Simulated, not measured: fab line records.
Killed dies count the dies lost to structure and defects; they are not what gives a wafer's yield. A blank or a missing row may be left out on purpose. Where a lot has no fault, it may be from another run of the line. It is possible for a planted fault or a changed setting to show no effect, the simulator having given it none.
Matching of chambers + flow nandHarc + NHARC_A_CHANNEL_FILL_D1_STRIP_28 on rieDiel-08 has 4 sister chambers
The step strips in O2, time 20 s. 4 wafers are shown with their chamber, then 8 later ones without.

== WAFERS, EACH WITH ITS CHAMBER ==
| wafer  | chamber | showerheadPlenumPTorr (Torr) |
|--------|---------|------------------------------|
| L080.6 | 0       | 3.58                         |
| L081.2 | 3       | 3.55                         |
| L084.6 | 1       | 3.62                         |
| L085.2 | 2       | 3.77                         |

== WAFERS WHOSE CHAMBER IS MISSING ==
| wafer  | showerheadPlenumPTorr (Torr) |
|--------|------------------------------|
| L085.3 | 3.62                         |
| L085.5 | 3.77                         |
| L087.3 | 3.77                         |
| L087.4 | 3.55                         |
| L087.6 | 3.55                         |
| L093.1 | 3.76                         |
| L093.5 | 3.55                         |
| L093.6 | 3.58                         |

== EACH ONE'S CHAMBER ==
| wafer  | from the rows above | in truth |
|--------|---------------------|----------|
| L085.3 | 1                   | 1        |
| L085.5 | 2                   | 2        |
| L087.3 | 2                   | 2        |
| L087.4 | 3                   | 3        |
| L087.6 | 3                   | 3        |
| L093.1 | 2                   | 2        |
| L093.5 | 3                   | 3        |
| L093.6 | 0                   | 0        |
Correct placement for 8 of the 8. Can't be placed from these rows: 0. 0 placed wrongly.
How it was worked out, from the rows above alone: a wafer's distance from a chamber is the root of the sum, over the readings, of the square of ((its reading less the chamber's mean) divided by the reading's scatter). The wafer belongs to the nearest chamber; if the next one is less than 2 further off, it can't be placed. A chamber's mean is the mean of its shown wafers. The scatter: with one shown wafer a chamber, the root of the mean of the squares of how far each hidden wafer lies from its nearest shown one.
